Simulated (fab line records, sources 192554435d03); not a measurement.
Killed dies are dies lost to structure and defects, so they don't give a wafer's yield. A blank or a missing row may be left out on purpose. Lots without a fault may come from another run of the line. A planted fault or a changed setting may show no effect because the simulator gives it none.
Split-lot experiment | flow n5_finfet | 7 lots, 39 wafers read, on a route of 1938 steps

THE SPLIT
At N5_DUMMY_GATE_EXPOSE_12 (exposes mask GATE, target cd 25 nm), the setting dose_mj was moved away from the recipe's 34 on 15 of the 39 wafers read, by -5.1% to +6.9%. The other wafers ran this setting at the recipe's value.

FROM THE SPLIT TO THE READING: what the file shows between them, 2 steps
- N5_DUMMY_GATE_PEB_13: peb time 60 s
- N5_DUMMY_GATE_DEVELOP_14: develop time 30 s

THE READING
cd_nm, in nm, at N5_DUMMY_GATE_CD_MEAS_15 (target cd 25.8 nm). Fault-free wafers of this fab line usually give 25.07 nm, standard deviation 0.24 nm.

wafer  | tool, chamber at the split | dose_mj as run | against the recipe | cd_nm, nm | against lot-mates on the recipe
L082.1 | euv_scanner-01, 0          | 34             | recipe             | 25.05     | -
L082.2 | euv_scanner-01, 0          | 36.34          | +6.9%              | 23.75     | -1.15
L082.3 | euv_scanner-01, 0          | 36.34          | +6.9%              | 23.83     | -1.07
L082.4 | euv_scanner-01, 0          | 34             | recipe             | 24.49     | -
L082.5 | euv_scanner-01, 0          | 36.34          | +6.9%              | 23.68     | -1.22
L082.6 | euv_scanner-01, 0          | 34             | recipe             | 25.15     | -
L088.1 | euv_scanner-01, 0          | 32.91          | -3.2%              | 25.82     | +0.78
L088.2 | euv_scanner-01, 0          | 34             | recipe             | 24.85     | -
L088.3 | euv_scanner-01, 0          | 34             | recipe             | 25.17     | -
L088.4 | euv_scanner-01, 0          | 32.91          | -3.2%              | 25.80     | +0.76
L088.5 | euv_scanner-01, 0          | 34             | recipe             | 25.10     | -
L088.6 | euv_scanner-01, 0          | 32.91          | -3.2%              | 25.63     | +0.59
L090.3 | euv_scanner-01, 0          | 34             | recipe             | 25.12     | -
L090.5 | euv_scanner-01, 0          | 34             | recipe             | 25.25     | -
L090.6 | euv_scanner-01, 0          | 34             | recipe             | 24.97     | -
L091.1 | euv_scanner-02, 0          | 36.07          | +6.1%              | 23.38     | -1.63
L091.2 | euv_scanner-02, 0          | 36.07          | +6.1%              | 24.24     | -0.77
L091.3 | euv_scanner-02, 0          | 34             | recipe             | 25.12     | -
L091.4 | euv_scanner-02, 0          | 34             | recipe             | 24.98     | -
L091.5 | euv_scanner-02, 0          | 36.07          | +6.1%              | 23.88     | -1.13
L091.6 | euv_scanner-02, 0          | 34             | recipe             | 24.93     | -
L094.1 | euv_scanner-02, 0          | 32.25          | -5.1%              | 26.29     | +1.56
L094.2 | euv_scanner-02, 0          | 34             | recipe             | 24.70     | -
L094.3 | euv_scanner-02, 0          | 34             | recipe             | 24.85     | -
L094.4 | euv_scanner-02, 0          | 32.25          | -5.1%              | 26.13     | +1.40
L094.5 | euv_scanner-02, 0          | 32.25          | -5.1%              | 26.27     | +1.54
L094.6 | euv_scanner-02, 0          | 34             | recipe             | 24.63     | -
L095.1 | euv_scanner-02, 0          | 34             | recipe             | 24.87     | -
L095.2 | euv_scanner-02, 0          | 34             | recipe             | 25.26     | -
L095.3 | euv_scanner-02, 0          | 35.69          | +5.0%              | 24.21     | -0.87
L095.4 | euv_scanner-02, 0          | 34             | recipe             | 25.12     | -
L095.5 | euv_scanner-02, 0          | 35.69          | +5.0%              | 24.67     | -0.41
L095.6 | euv_scanner-02, 0          | 35.69          | +5.0%              | 24.02     | -1.06
L097.1 | euv_scanner-01, 0          | 34             | recipe             | 25.43     | -
L097.2 | euv_scanner-01, 0          | 34             | recipe             | 25.26     | -
L097.3 | euv_scanner-01, 0          | 34             | recipe             | 25.09     | -
L097.4 | euv_scanner-01, 0          | 34             | recipe             | 25.16     | -
L097.5 | euv_scanner-01, 0          | 34             | recipe             | 24.98     | -
L097.6 | euv_scanner-01, 0          | 34             | recipe             | 25.29     | -

THE FIT
A straight line over all 39 wafers: cd_nm changes by -0.196 nm for each +1% of dose_mj; r = -0.94; the points scatter about the line by 0.23 nm.
The same after taking each lot's own level away (the mean of its wafers on the recipe; 39 wafers): -0.204 nm for each +1%; r = -0.95; scatter 0.23 nm.
On that fit, the largest move of dose_mj shifts the reading by 1.4 nm.
The lots' own levels span 24.727 to 25.202 nm, that is 2.0 times the standard deviation above.
So the lot-to-lot level changes the slope little: the two slopes agree.
Check: with one of the wafers moved furthest among these (+6.9%) left out of the fit, the line predicts -1.34 nm for it against its lot-mates. It came out at -1.15 nm against them.

OTHER SPLITS ON THESE WAFERS
These wafers also went through other splits before the reading. Each is held against what the fit with the lots' levels taken away leaves over:
other split on the same wafers | wafers away from the commonest value | r with cd_nm (lot level and that fit taken away)
N5_FIN_CUT_ETCH_21 time_s      | 15                                   | +0.11

THE WHOLE CHAIN: every reading that the file lists as answering this split, in the file's order
step                     | what it does                             | reading                                                           | change (the file's fit)               | r (the file's)
N5_DUMMY_GATE_CD_MEAS_15 | target cd 25.8 nm                        | cd_nm                                                             | -0.198 nm for each +1% of the setting | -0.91
N5_DUMMY_GATE_TRIM_49    | chemistry O2, time 29 s, target cd 14 nm | DUMMY_GATE.cd_nm (the simulator's own value, which no gauge read) | -0.174 nm for each +1% of the setting | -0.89

THE FILE'S OWN FIT
cd_nm changes by -0.198 nm for each +1% of dose_mj, r = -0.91.
